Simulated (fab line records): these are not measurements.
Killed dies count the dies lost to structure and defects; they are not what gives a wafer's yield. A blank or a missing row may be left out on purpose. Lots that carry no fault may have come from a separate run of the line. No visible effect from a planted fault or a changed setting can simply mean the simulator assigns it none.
Chamber matching / flow n5-finfet / N5_FIN_SAQP_PECVD_06 on pecvd-02: 3 sister chambers
The step deposits a-Si from SiH4/He, target thk 60 nm, time 48.1 s. 6 wafers are shown with their chamber, then 7 later ones without.

== WAFERS WITH THEIR CHAMBER ==
wafer=L084.6; chamber=2; showerhead-plenum-p-Torr (Torr)=5.72; throttle-valve-pct (%)=18.0
wafer=L088.1; chamber=0; showerhead-plenum-p-Torr (Torr)=5.66; throttle-valve-pct (%)=18.7
wafer=L088.4; chamber=1; showerhead-plenum-p-Torr (Torr)=5.66; throttle-valve-pct (%)=17.2
wafer=L088.5; chamber=0; showerhead-plenum-p-Torr (Torr)=5.67; throttle-valve-pct (%)=18.6
wafer=L092.2; chamber=1; showerhead-plenum-p-Torr (Torr)=5.67; throttle-valve-pct (%)=17.5
wafer=L092.3; chamber=2; showerhead-plenum-p-Torr (Torr)=5.73; throttle-valve-pct (%)=18.5

== WAFERS WITHOUT THEIR CHAMBER ==
wafer=L092.4; showerhead-plenum-p-Torr (Torr)=5.75; throttle-valve-pct (%)=18.3
wafer=L096.3; showerhead-plenum-p-Torr (Torr)=5.66; throttle-valve-pct (%)=17.3
wafer=L096.5; showerhead-plenum-p-Torr (Torr)=5.65; throttle-valve-pct (%)=18.7
wafer=L096.6; showerhead-plenum-p-Torr (Torr)=5.67; throttle-valve-pct (%)=17.4
wafer=L097.1; showerhead-plenum-p-Torr (Torr)=5.66; throttle-valve-pct (%)=17.1
wafer=L097.4; showerhead-plenum-p-Torr (Torr)=5.74; throttle-valve-pct (%)=18.3
wafer=L097.5; showerhead-plenum-p-Torr (Torr)=5.66; throttle-valve-pct (%)=17.4

== CHAMBER TAKEN BY EACH ==
wafer=L092.4; from the rows above=2; in truth=2
wafer=L096.3; from the rows above=1; in truth=1
wafer=L096.5; from the rows above=0; in truth=0
wafer=L096.6; from the rows above=1; in truth=1
wafer=L097.1; from the rows above=1; in truth=1
wafer=L097.4; from the rows above=2; in truth=2
wafer=L097.5; from the rows above=1; in truth=1
Placed correctly: 7 of 7. Number that these rows cannot place: 0. Wrongly placed: 0.
How it was worked out, from the rows above alone: a wafer's distance from a chamber is the root of the sum, over the readings, of the square of ((its reading less the chamber's mean) divided by the reading's scatter). The wafer belongs to the nearest chamber; if the next one is less than 2 further off, it can't be placed. Each chamber's mean is taken over the wafers shown for it. The scatter: the root of (the sum of the squares of (reading less its chamber's mean) over the shown wafers, divided by (wafers less chambers)).
